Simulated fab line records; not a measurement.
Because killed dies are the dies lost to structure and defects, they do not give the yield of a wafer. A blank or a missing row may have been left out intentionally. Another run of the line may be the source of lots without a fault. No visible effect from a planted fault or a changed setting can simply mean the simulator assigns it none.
Matching of chambers | flow n5 finfet | rie diel-01 running N5_BEOL_M4_ETCH_70: 4 sister chambers
The step etches SOC in N2/H2, target depth 80 nm, overetch 24 nm, time 130 s. 4 wafers are shown with their chamber, then 9 later ones without.

== WAFERS WITH THEIR CHAMBER ==
wafer  | chamber | throttle valve pct (%)
L569.6 | 3       | 17.85
L574.1 | 2       | 17.28
L574.6 | 0       | 17.76
L577.2 | 1       | 17.86

== WAFERS MISSING THEIR CHAMBER ==
wafer  | throttle valve pct (%)
L577.4 | 17.32
L577.6 | 17.76
L575.1 | 17.79
L575.2 | 17.33
L575.5 | 17.88
L578.2 | 17.82
L578.4 | 17.90
L578.5 | 17.32
L582.6 | 17.80

== EACH ONE'S CHAMBER ==
wafer  | from the rows above          | in truth
L577.4 | 2                            | 2
L577.6 | 0                            | 0
L575.1 | can't be placed: 0 or 3 or 1 | 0
L575.2 | 2                            | 2
L575.5 | can't be placed: 1 or 3      | 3
L578.2 | can't be placed: 3 or 1 or 0 | 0
L578.4 | can't be placed: 1 or 3      | 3
L578.5 | 2                            | 2
L582.6 | can't be placed: 0 or 3 or 1 | 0
Correct placement for 4 of the 9. Not placeable from these rows: 5 (in 5, the candidates include the true chamber). Wrongly placed: 0.
How it was worked out, from the rows above alone: a wafer's distance from a chamber is the root of the sum, over the readings, of the square of ((its reading less the chamber's mean) divided by the reading's scatter). The wafer belongs to the nearest chamber; if the next one is less than 2 further off, it can't be placed. A chamber's mean is the mean of its shown wafers. The scatter: root of mean squared gap, hidden wafer to nearest shown wafer, with one shown wafer a chamber.
